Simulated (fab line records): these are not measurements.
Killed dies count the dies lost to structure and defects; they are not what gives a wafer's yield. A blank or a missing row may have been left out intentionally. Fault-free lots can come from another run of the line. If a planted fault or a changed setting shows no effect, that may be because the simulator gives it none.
8D (eight disciplines) problem report, filled in by code || flow n5 finfet || the parts of the form that need people (team, actions taken, sign-off) are left out

## 1. THE ISSUE
At N5_PMOS_HMC_CHANNEL_EPI_PEB_07, plate temp C averages 110.81 C over 6 wafers from 2 lots, while fault-free wafers read 109.98 C, standard deviation 0.13. That is +6.4 standard deviations from the usual mean.
The step: peb time 60 s.
Seen first at day 5 18:31 on litho track-02, wafer L942.1. The record has a number at this step for 12 wafers belonging to 4 lots. Rule for "out", or "out of limits": more than 4 standard deviations from the usual mean. The rest of the wafers with a number are treated as sound.

## 2. WHAT IT IS AND WHAT IT IS NOT
{"question": "which readings at this step", "is": "plate temp C", "is not": "-"}
{"question": "which lots", "is": "L942, L943", "is not": "L932, L949"}
{"question": "which wafers of those lots", "is": "all that have a number", "is not": "-"}
{"question": "read on which tools", "is": "litho track-02", "is not": "litho track-01"}
{"question": "when", "is": "from day 5 18:31", "is not": "up to then (3 sound wafers); but 3 sound wafers of L949 came after"}

## 3. WHAT RULES OUT EACH SUSPECT
Counting: a tool at a process step up to the reading stays a suspect if it ran every lot that is out and no sound lot after the first of them.
- litho track-02 at N5_PMOS_HMC_CHANNEL_EPI_PEB_07 (peb time 60 s): kept. It ran every lot that is out, first L942 (day 5 18:31), and no sound lot after that; its last sound lot up to then is L932 (day 3 04:55). On those wafers its own readings are out: plate temp C.
Left after counting: litho track-02 at N5_PMOS_HMC_CHANNEL_EPI_PEB_07.

## 4. THE CAUSE (what the simulator had put in)
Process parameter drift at N5_PMOS_HMC_CHANNEL_EPI_PEB_07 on litho track-02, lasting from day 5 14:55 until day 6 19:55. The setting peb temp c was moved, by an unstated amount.
Only this tool survived the counting.

## 5. THE EFFECT CHAIN, in route order
Each row: a reading where the mean over the struck wafers with a number is more than 3 standard deviations away from the usual. Only readings for which the record gives a usual standard deviation are gone through. hours: the time from each lot's start at the first step in this table that gives one to its start at this step, as a median over the lots. sigmas: the change in usual standard deviations.
{"hours": 0, "step": "N5_PMOS_HMC_CHANNEL_EPI_PEB_07", "reading": "plate temp C", "usual": "109.98 C", "on struck wafers": 110.81, "change": "+0.83", "sigmas": "+6.4"}
Its process steps:
- N5_PMOS_HMC_CHANNEL_EPI_PEB_07: peb time 60 s.
Later measuring or inspecting steps at which every struck wafer that the step has a row for has a number for every such reading, and none has moved that far: N5_BEOL_M4_RC_MEAS_101.

## 6. WHAT WOULD HAVE CAUGHT IT SOONER
4 hours passed between the start of the fault at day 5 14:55 and the first reading out of limits in this record, taken at day 5 18:31.
